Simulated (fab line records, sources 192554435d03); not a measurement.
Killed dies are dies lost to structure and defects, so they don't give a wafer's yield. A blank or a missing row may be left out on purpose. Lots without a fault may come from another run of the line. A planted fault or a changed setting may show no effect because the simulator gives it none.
fab line records | flow n5_finfet | part 1 of 2: steps 1 to 4 of 6
record lots=24 wafers=72 last_day=19
route steps=1938 shown HKMG_FIN@430 GATE_CUT@467
lots that met no fault: from a run of the same line without faults
start_h: hours from the record's first day to the start of the lot's first wafer shown | wait_h: hours since the lot's step before | " the same as in the row above | L1.1+2: a row that stands for several wafers | - no value, or no start given | * or withheld: withheld | < > ~ a bound
route shown NAME@n: a module of which the file shows steps, and the number in the route of the first | usual: mean/standard deviation of fault-free wafers | same: alike in all rows | chamber/n: place in a boat | sites: the reading at each site | _std_site: their standard deviation | _edge_site: outer sites' mean less inner sites' | radius_mm: how far each site lies from the wafer's centre | mask NAME#n: copy n | behind: the tool/chamber that last shaped the wafer | hold: why the lot was held/for how many hours/how that ended | device: the transistor (n, p or np) that didn't switch | end of line: the same wafers' tests at the end of the route | a step without rows: its recipe alone | killed: dies lost to structure and defects at the first sort, not the wafer's yield | map: a wafer's dies, x killed, . not, _ none there
set.NAME: the setting as run; set.NAME@STEP: as run at that earlier step | model.NAME: the simulator's own value behind a step, which no gauge read
steps of the route over a sample of lots; a table a step, a row a wafer
services: from which hour (start_h, from the record's first day; less than 0 if before it) a tool's chamber was out of use, for how many hours, and why
## steps
# step N5_HKMG_FIN_CD_MEAS_12
# recipe target_cd_nm=92.8 landing_energy_ev=500 detector=se_inlens
# usual cd_nm=93.0/0.75
# columns lot.wafer tool chamber start_h wait_h cd_nm
L074.1 cd_sem-03 0 78.44 - 93.4
L074.3 " 0 " " 93.1
L074.5 " 0 " " 92.9
L075.2 cd_sem-01 0 82.37 - 92.4
L075.4 " 0 " " 92.6
L075.6 " 0 " " 93.2
L076.1 cd_sem-01 0 86.88 - 93.4
L076.4 " 0 " " 93.3
L076.6 " 0 " " 93.2
L077.1 cd_sem-02 0 92.23 - 93.5
L077.4 " 0 " " 93.3
L077.6 " 0 " " 93.2
L078.2 cd_sem-01 0 104.85 - 93.3
L078.4 " 0 " " 93.4
L078.6 " 0 " " 93.2
L079.2 cd_sem-01 0 110.52 - 92.9
L079.3 " 0 " " 92.0
L079.5 " 0 " " 92.7
L080.1 cd_sem-02 0 114.18 - 93.2
L080.3 " 0 " " 93.2
L080.5 " 0 " " 92.6
L081.1 cd_sem-02 0 118.25 - 92.6
L081.2 " 0 " " 93.3
L081.6 " 0 " " 94.6
L082.1 cd_sem-03 0 122.60 - 92.9
L082.4 " 0 " " 92.2
L082.5 " 0 " " 92.6
L083.2 cd_sem-01 0 126.89 - 91.1
L083.4 " 0 " " 91.5
L083.6 " 0 " " 91.4
L084.2 cd_sem-03 0 137.42 - 93.1
L084.5 " 0 " " 92.6
L084.6 " 0 " " 92.9
L085.2 cd_sem-02 0 141.50 - 94.8
L085.5 " 0 " " 93.8
L085.6 " 0 " " 95.2
L086.1 cd_sem-01 0 153.82 - 94.2
L086.3 " 0 " " 93.4
L086.5 " 0 " " 93.7
L087.2 cd_sem-03 0 157.41 - 94.2
L087.3 " 0 " " 94.2
L087.6 " 0 " " 94.0
L088.2 cd_sem-01 0 162.04 - 92.1
L088.3 " 0 " " 92.2
L088.4 " 0 " " 92.4
L089.1 cd_sem-03 0 169.67 - 93.1
L089.4 " 0 " " 92.8
L089.6 " 0 " " 92.4
L090.3 cd_sem-01 0 170.36 - 93.1
L090.4 " 0 " " 92.9
L090.6 " 0 " " 93.2
L091.2 cd_sem-03 0 178.14 - 92.4
L091.5 " 0 " " 92.2
L091.6 " 0 " " 92.8
L092.3 cd_sem-03 0 180.86 - 93.1
L092.5 " 0 " " 93.5
L092.6 " 0 " " 92.2
L093.2 cd_sem-03 0 191.22 - 92.4
L093.3 " 0 " " 92.5
L093.4 " 0 " " 92.3
L094.3 cd_sem-02 0 194.73 - 93.7
L094.5 " 0 " " 92.9
L094.6 " 0 " " 93.6
L095.2 cd_sem-01 0 202.94 - 92.8
L095.5 " 0 " " 93.3
L095.6 " 0 " " 92.9
L096.1 cd_sem-02 0 208.11 - 93.1
L096.2 " 0 " " 93.2
L096.5 " 0 " " 93.6
L097.3 cd_sem-01 0 215.77 - 93.2
L097.4 " 0 " " 92.8
L097.5 " 0 " " 93.6
# step N5_GATE_CUT_ETCHBACK_30
# recipe chemistry=Cl2/Ar target=TiN target_depth_a=30 mode=isotropic pressure_mtorr=10 icp_w=600 bias_w=60 Cl2_flow_sccm=40 Ar_flow_sccm=60
# usual drypump_motor_current_A=5.9/0.58 he_backside_leak_sccm=3.44/0.14 oes_product_au=0.76/0.086 throttle_valve_pct=20.79/0.21
# columns lot.wafer tool chamber start_h wait_h drypump_motor_current_A he_backside_leak_sccm oes_product_au rf_hours_counter_h throttle_valve_pct
L074.1 rie_metal-01 1 83.19 0.1 5.6 3.17 0.95 2 21.03
L074.3 " 0 " " 6.2 3.48 0.78 - 20.79
L074.5 " 1 " " 5.6 3.55 0.94 - 21.05
L075.2 rie_metal-02 1 87.19 0.1 6.3 3.29 0.85 24 20.48
L075.4 " 1 " " 6.3 3.29 0.85 - 20.48
L075.6 " 1 " " 6.3 3.22 0.85 - 20.46
L076.1 rie_metal-01 0 91.98 0.1 6.2 3.28 0.77 43 20.81
L076.4 " 1 " " 5.6 3.39 0.93 - 21.04
L076.6 " 0 " " 6.2 3.62 0.77 - 20.81
L077.1 rie_metal-02 1 97.29 0.1 6.3 3.24 0.85 24 20.47
L077.4 " 0 " " 6.4 3.69 0.71 - 21.02
L077.6 " 1 " " 6.3 3.24 0.84 - 20.47
L078.2 rie_metal-01 1 109.81 0.1 5.6 3.26 0.92 5 21.03
L078.4 " 0 " " 6.2 3.49 0.76 - 20.80
L078.6 " 1 " " 5.6 3.30 0.92 - 21.06
L079.2 rie_metal-02 1 115.96 0.1 6.3 3.21 0.84 25 20.49
L079.3 " 1 " " 6.3 3.24 0.83 - 20.48
L079.5 " 1 " " 6.3 3.26 0.84 - 20.48
L080.1 rie_metal-01 1 118.98 0.1 5.6 3.36 0.91 5 21.04
L080.3 " 1 " " 5.6 3.25 0.91 - 21.07
L080.5 " 0 " " 6.2 3.23 0.77 - 20.83
L081.1 rie_metal-03 0 123.01 0.1 5.0 3.42 0.72 70 20.66
L081.2 " 1 " " 5.2 3.48 0.66 93 20.75
L081.6 " 0 " " 4.9 3.56 0.71 - 20.65
L082.1 rie_metal-02 0 127.56 0.1 6.4 3.47 0.71 61 21.04
L082.4 " 1 " " 6.3 3.16 0.84 - 20.49
L082.5 " 0 " " 6.4 3.53 0.71 - 21.02
L083.2 rie_metal-01 0 131.66 0.1 6.2 3.49 0.75 46 20.85
L083.4 " 1 " " 5.6 3.44 0.89 - 21.06
L083.6 " 0 " " 6.2 3.45 0.75 - 20.81
L084.2 rie_metal-03 1 142.18 0.1 5.2 3.39 0.66 94 20.74
L084.5 " 1 " " 5.2 3.45 0.65 - 20.76
L084.6 " 0 " " 5.0 3.70 0.71 - 20.64
L085.2 rie_metal-02 0 146.41 0.1 6.4 3.61 0.71 63 21.02
L085.5 " 1 " " 6.3 3.31 0.84 - 20.49
L085.6 " 0 " " 6.5 3.67 0.70 - 21.01
L086.1 rie_metal-02 1 158.60 0.1 6.3 3.42 0.83 29 20.48
L086.3 " 0 " " 6.5 3.41 0.71 - 21.03
L086.5 " 1 " " 6.3 3.45 0.83 - 20.49
L087.2 rie_metal-03 0 162.12 0.1 5.0 3.40 0.72 72 20.66
L087.3 " 1 " " 5.2 3.65 0.64 - 20.77
L087.6 " 0 " " 5.0 3.45 0.71 - 20.66
L088.2 rie_metal-02 1 166.83 0.1 6.3 3.29 0.83 30 20.48
L088.3 " 0 " " 6.4 3.53 0.70 - 21.03
L088.4 " 1 " " 6.3 3.38 0.83 - 20.50
L089.1 rie_metal-01 0 174.39 0.1 6.2 3.49 0.76 49 20.82
L089.4 " 0 " " 6.2 3.39 0.75 - 20.82
L089.6 " 1 " " 5.6 3.18 0.88 - 21.06
L090.3 rie_metal-02 1 175.41 0.0 6.3 3.33 0.82 - 20.49
L090.4 " 0 " " 6.4 3.65 0.69 - 21.02
L090.6 " 0 " " 6.4 3.70 0.70 - 21.03
L091.2 rie_metal-03 0 183.21 0.1 5.0 3.32 0.70 74 20.67
L091.5 " 1 " " 5.2 3.46 0.64 - 20.78
L091.6 " 0 " " 5.0 3.54 0.70 - 20.68
L092.3 rie_metal-02 0 186.32 0.0 6.4 3.68 0.69 - 21.06
L092.5 " 1 " " 6.3 3.30 0.82 - 20.50
L092.6 " 0 " " 6.4 3.59 0.69 - 21.05
L093.2 rie_metal-02 1 196.10 0.1 6.3 3.38 0.81 34 20.52
L093.3 " 1 " " 6.3 3.31 0.81 - 20.49
L093.4 " 0 " " 6.4 3.44 0.69 - 21.03
L094.3 rie_metal-03 0 199.52 0.0 4.9 3.57 0.71 - 20.67
L094.5 " 1 " " 5.2 3.61 0.65 - 20.75
L094.6 " 0 " " 4.9 3.63 0.71 - 20.66
L095.2 rie_metal-03 1 207.67 0.1 5.2 3.40 0.64 100 20.79
L095.5 " 1 " " 5.2 3.51 0.64 - 20.79
L095.6 " 0 " " 5.0 3.56 0.70 - 20.67
L096.1 rie_metal-02 1 212.85 0.1 6.3 3.33 0.82 35 20.48
L096.2 " 0 " " 6.4 3.58 0.68 69 21.05
L096.5 " 1 " " 6.3 3.27 0.81 - 20.51
L097.3 rie_metal-03 1 220.86 0.0 5.2 3.49 0.64 - 20.76
L097.4 " 0 " " 5.0 3.68 0.70 - 20.66
L097.5 " 1 " " 5.2 3.49 0.65 - 20.77
# step N5_GATE_CUT_VAPOR_ETCH_60
# recipe chemistry=BCl3/Cl2 target=HfO2 mode=isotropic
# usual drypump_motor_current_A=5.9/0.58 he_backside_leak_sccm=3.45/0.16 oes_product_au=0.77/0.081
# columns lot.wafer tool chamber start_h wait_h drypump_motor_current_A he_backside_leak_sccm oes_product_au
L074.1 rie_metal-01 1 83.22 0.0 5.6 3.43 0.94
L074.3 " 0 " " 6.2 3.36 0.78
L074.5 " 1 " " 5.7 3.33 0.94
L075.2 rie_metal-02 1 87.22 0.0 6.3 3.40 0.86
L075.4 " 1 " " 6.3 3.40 0.86
L075.6 " 1 " " 6.3 3.30 0.87
L076.1 rie_metal-01 0 92.01 0.0 6.2 3.81 0.78
L076.4 " 1 " " 5.6 3.51 0.93
L076.6 " 0 " " 6.2 3.69 0.77
L077.1 rie_metal-02 1 97.32 0.0 6.3 3.26 0.86
L077.4 " 0 " " 6.4 3.25 0.72
L077.6 " 1 " " 6.3 3.25 0.86
L078.2 rie_metal-01 1 109.84 0.0 5.6 3.26 0.93
L078.4 " 0 " " 6.2 3.10 0.77
L078.6 " 1 " " 5.6 3.07 0.91
L079.2 rie_metal-02 1 115.99 0.0 6.3 3.30 0.85
L079.3 " 1 " " 6.3 3.20 0.86
L079.5 " 1 " " 6.3 3.32 0.86
L080.1 rie_metal-01 1 119.01 0.0 5.6 3.43 0.91
L080.3 " 1 " " 5.5 3.47 0.91
L080.5 " 0 " " 6.2 3.51 0.76
L081.1 rie_metal-03 0 123.04 0.0 5.0 3.71 0.73
L081.2 " 1 " " 5.2 3.64 0.67
L081.6 " 0 " " 4.9 3.56 0.73
L082.1 rie_metal-02 0 127.59 0.0 6.4 3.63 0.72
L082.4 " 1 " " 6.3 3.34 0.85
L082.5 " 0 " " 6.4 3.70 0.72
L083.2 rie_metal-01 0 131.69 0.0 6.2 3.17 0.76
L083.4 " 1 " " 5.6 3.47 0.90
L083.6 " 0 " " 6.2 3.36 0.76
L084.2 rie_metal-03 1 142.21 0.0 5.2 3.43 0.67
L084.5 " 1 " " 5.2 3.47 0.66
L084.6 " 0 " " 4.9 3.61 0.72
L085.2 rie_metal-02 0 146.44 0.0 6.4 3.64 0.71
L085.5 " 1 " " 6.3 3.31 0.85
L085.6 " 0 " " 6.4 3.40 0.71
L086.1 rie_metal-02 1 158.63 0.0 6.3 3.31 0.84
L086.3 " 0 " " 6.4 3.58 0.72
L086.5 " 1 " " 6.3 3.28 0.84
L087.2 rie_metal-03 0 162.15 0.0 4.9 3.61 0.71
L087.3 " 1 " " 5.2 3.54 0.67
L087.6 " 0 " " 4.9 3.43 0.72
L088.2 rie_metal-02 1 166.86 0.0 6.3 3.24 0.84
L088.3 " 0 " " 6.5 3.63 0.72
L088.4 " 1 " " 6.3 3.32 0.84
L089.1 rie_metal-01 0 174.42 0.0 6.2 3.42 0.75
L089.4 " 0 " " 6.2 3.64 0.76
L089.6 " 1 " " 5.6 3.14 0.88
L090.3 rie_metal-02 1 175.44 0.0 6.3 3.41 0.83
L090.4 " 0 " " 6.4 3.50 0.71
L090.6 " 0 " " 6.4 3.56 0.71
L091.2 rie_metal-03 0 183.24 0.0 4.9 3.21 0.71
L091.5 " 1 " " 5.2 3.46 0.67
L091.6 " 0 " " 4.9 3.53 0.71
L092.3 rie_metal-02 0 186.35 0.0 6.4 3.60 0.70
L092.5 " 1 " " 6.3 3.26 0.83
L092.6 " 0 " " 6.4 3.57 0.71
L093.2 rie_metal-02 1 196.13 0.0 6.3 3.25 0.82
L093.3 " 1 " " 6.3 3.37 0.81
L093.4 " 0 " " 6.4 3.70 0.70
L094.3 rie_metal-03 0 199.55 0.0 5.0 3.69 0.71
L094.5 " 1 " " 5.2 3.54 0.66
L094.6 " 0 " " 5.0 3.64 0.71
L095.2 rie_metal-03 1 207.70 0.0 5.2 3.43 0.65
L095.5 " 1 " " 5.2 3.51 0.66
L095.6 " 0 " " 5.0 3.53 0.70
L096.1 rie_metal-02 1 212.88 0.0 6.3 3.34 0.82
L096.2 " 0 " " 6.4 3.42 0.70
L096.5 " 1 " " 6.3 3.22 0.82
L097.3 rie_metal-03 1 220.89 0.0 5.2 3.52 0.66
L097.4 " 0 " " 4.9 3.32 0.71
L097.5 " 1 " " 5.2 3.37 0.66
# step N5_GATE_CUT_ETCH_36
# recipe chemistry=CF4 target=SiARC target_depth_a=130 mask_material=CAR-EUV time_s=21.7 ion_energy_ev=80 pressure_mtorr=40 source_w=545 bias_w=36 Ar_flow_sccm=100 cf4_flow_sccm=100 ends=cleared
# usual drypump_motor_current_A=5.6/0.53 etch_rf_on_time_s=21.7/0.32 oes_product_au=0.67/0.068 rf_vpp_V=184.3/1.2 showerhead_plenum_p_Torr=2.16/0.077 throttle_valve_pct=15.73/0.21
# columns lot.wafer tool chamber start_h wait_h drypump_motor_current_A etch_rf_on_time_s oes_product_au rf_hours_counter_h rf_vpp_V showerhead_plenum_p_Torr throttle_valve_pct
L074.1 rie_diel-03 3 86.78 0.0 6.3 21.7 0.59 230 183.6 2.12 16.14
L074.3 " 1 " " 6.1 21.7 0.65 128 184.4 2.15 15.78
L074.5 " 2 " " 6.1 21.2 0.62 - 185.0 2.22 15.74
L075.2 rie_diel-05 3 90.71 0.0 6.1 21.9 0.80 5 184.0 2.11 15.23
L075.4 " 0 " " 5.8 21.6 0.74 39 186.3 2.27 15.47
L075.6 " 1 " " 5.6 21.2 0.76 - 186.6 2.28 15.73
L076.1 rie_diel-04 2 95.71 0.0 5.1 21.2 0.63 170 183.6 2.06 15.68
L076.4 " 0 " " 5.3 21.6 0.65 127 183.0 2.15 15.37
L076.6 " 3 " " 4.9 22.2 0.65 - 184.5 2.22 15.68
L077.1 rie_diel-03 2 102.24 0.0 6.1 21.1 0.62 209 184.8 2.21 15.72
L077.4 " 1 " " 6.0 21.7 0.64 133 183.6 2.15 15.79
L077.6 " 0 " " 4.9 21.7 0.67 - 184.6 2.05 15.80
L078.2 rie_diel-03 2 113.33 0.0 6.1 21.4 0.61 212 185.9 2.21 15.74
L078.4 " 3 " " 6.3 22.1 0.59 237 184.4 2.12 16.15
L078.6 " 0 " " 4.9 21.8 0.67 - 182.9 2.05 15.80
L079.2 rie_diel-05 3 119.90 0.0 6.1 21.9 0.78 12 182.6 2.10 15.25
L079.3 " 0 " " 5.8 21.8 0.73 46 185.8 2.27 15.49
L079.5 " 3 " " 6.1 22.0 0.78 - 183.7 2.10 15.24
L080.1 rie_diel-03 3 122.55 0.0 6.3 21.9 0.59 240 182.6 2.12 16.16
L080.3 " 1 " " 6.0 22.1 0.63 139 183.3 2.15 15.80
L080.5 " 3 " " 6.3 21.9 0.59 - 182.1 2.12 16.17
L081.1 rie_diel-04 2 126.52 0.0 5.1 21.1 0.63 178 183.4 2.06 15.71
L081.2 " 0 " " 5.3 21.3 0.65 135 183.1 2.15 15.38
L081.6 " 0 " " 5.3 21.3 0.65 - 184.8 2.15 15.39
L082.1 rie_diel-03 0 131.08 0.0 4.9 21.7 0.67 142 182.9 2.05 15.82
L082.4 " 3 " " 6.3 22.0 0.59 243 183.6 2.12 16.19
L082.5 " 0 " " 4.9 21.7 0.67 - 183.0 2.05 15.83
L083.2 rie_diel-04 2 135.42 0.0 5.1 21.3 0.62 181 182.6 2.05 15.69
L083.4 " 3 " " 4.9 22.2 0.64 156 183.3 2.21 15.70
L083.6 " 0 " " 5.3 21.6 0.64 - 184.7 2.15 15.39
L084.2 rie_diel-05 2 145.87 0.0 5.0 21.7 0.84 3 185.7 2.28 15.59
L084.5 " 0 " " 5.8 21.5 0.72 - 185.2 2.26 15.51
L084.6 " 3 " " 6.1 22.0 0.76 - 182.9 2.10 15.26
L085.2 rie_diel-03 1 150.55 0.0 6.0 21.8 0.63 147 185.4 2.15 15.82
L085.5 " 2 " " 6.2 21.5 0.60 - 184.9 2.21 15.75
L085.6 " 1 " " 6.0 21.9 0.62 - 184.5 2.15 15.83
L086.1 rie_diel-04 0 162.24 0.0 5.3 21.5 0.64 146 184.3 2.14 15.40
L086.3 " 1 " " 4.9 21.8 0.64 153 184.0 2.23 16.02
L086.5 " 0 " " 5.3 21.5 0.64 - 184.0 2.14 15.41
L087.2 rie_diel-03 0 166.62 0.0 4.9 21.6 0.66 151 182.7 2.05 15.83
L087.3 " 1 " " 6.0 21.5 0.63 154 183.4 2.15 15.84
L087.6 " 1 " " 6.0 21.6 0.63 - 184.5 2.15 15.84
L088.2 rie_diel-05 3 170.35 0.0 6.1 22.2 0.75 29 184.6 2.10 15.27
L088.3 " 0 " " 5.8 21.7 0.72 63 185.4 2.26 15.53
L088.4 " 1 " " 5.6 21.1 0.73 55 185.6 2.28 15.79
L089.1 rie_diel-05 2 178.14 0.0 5.0 21.4 0.80 17 184.1 2.27 15.64
L089.4 " 1 " " 5.6 21.1 0.73 58 184.1 2.27 15.81
L089.6 " 1 " " 5.6 21.1 0.73 - 185.0 2.27 15.80
L090.3 rie_diel-03 0 179.01 0.0 4.9 21.7 0.66 157 184.9 2.05 15.85
L090.4 " 3 " " 6.3 21.3 0.87 0 185.3 2.12 15.69
L090.6 " 0 " " 4.9 21.7 0.66 - 182.0 2.05 15.85
L091.2 rie_diel-03 3 188.79 0.0 6.3 21.8 0.83 5 183.6 2.11 15.70
L091.5 " 3 " " 6.3 21.7 0.83 - 183.1 2.11 15.69
L091.6 " 0 " " 4.9 21.9 0.65 - 183.2 2.04 15.86
L092.3 rie_diel-04 3 191.74 0.0 4.9 22.1 0.63 169 183.9 2.21 15.72
L092.5 " 2 " " 5.1 21.2 0.62 - 183.1 2.05 15.73
L092.6 " 1 " " 4.9 22.0 0.63 - 184.5 2.23 16.00
L093.2 rie_diel-04 0 199.61 0.0 5.3 22.1 0.62 154 182.6 2.14 15.43
L093.3 " 3 " " 4.9 22.4 0.62 171 186.9 2.21 15.73
L093.4 " 2 " " 5.1 21.5 0.62 196 182.7 2.05 15.74
L094.3 rie_diel-03 3 203.91 0.0 6.3 21.5 0.81 10 183.3 2.11 15.71
L094.5 " 2 " " 6.1 21.6 0.59 - 186.0 2.20 15.79
L094.6 " 1 " " 6.0 22.0 0.61 - 184.2 2.14 15.88
L095.2 rie_diel-05 3 211.33 0.0 6.1 21.7 0.74 41 182.9 2.10 15.30
L095.5 " 2 " " 5.0 21.4 0.80 - 186.2 2.27 15.63
L095.6 " 1 " " 5.6 21.1 0.72 - 185.3 2.27 15.80
L096.1 rie_diel-03 1 216.65 0.0 6.0 21.9 0.60 174 184.7 2.14 15.89
L096.2 " 3 " " 6.3 21.3 0.80 15 182.5 2.11 15.71
L096.5 " 3 " " 6.3 21.2 0.81 - 184.5 2.11 15.73
L097.3 rie_diel-03 3 227.10 0.0 6.3 21.6 0.79 19 183.8 2.11 15.71
L097.4 " 3 " " 6.3 21.5 0.79 - 182.3 2.11 15.71
L097.5 " 0 " " 4.9 21.9 0.64 - 183.0 2.04 15.88
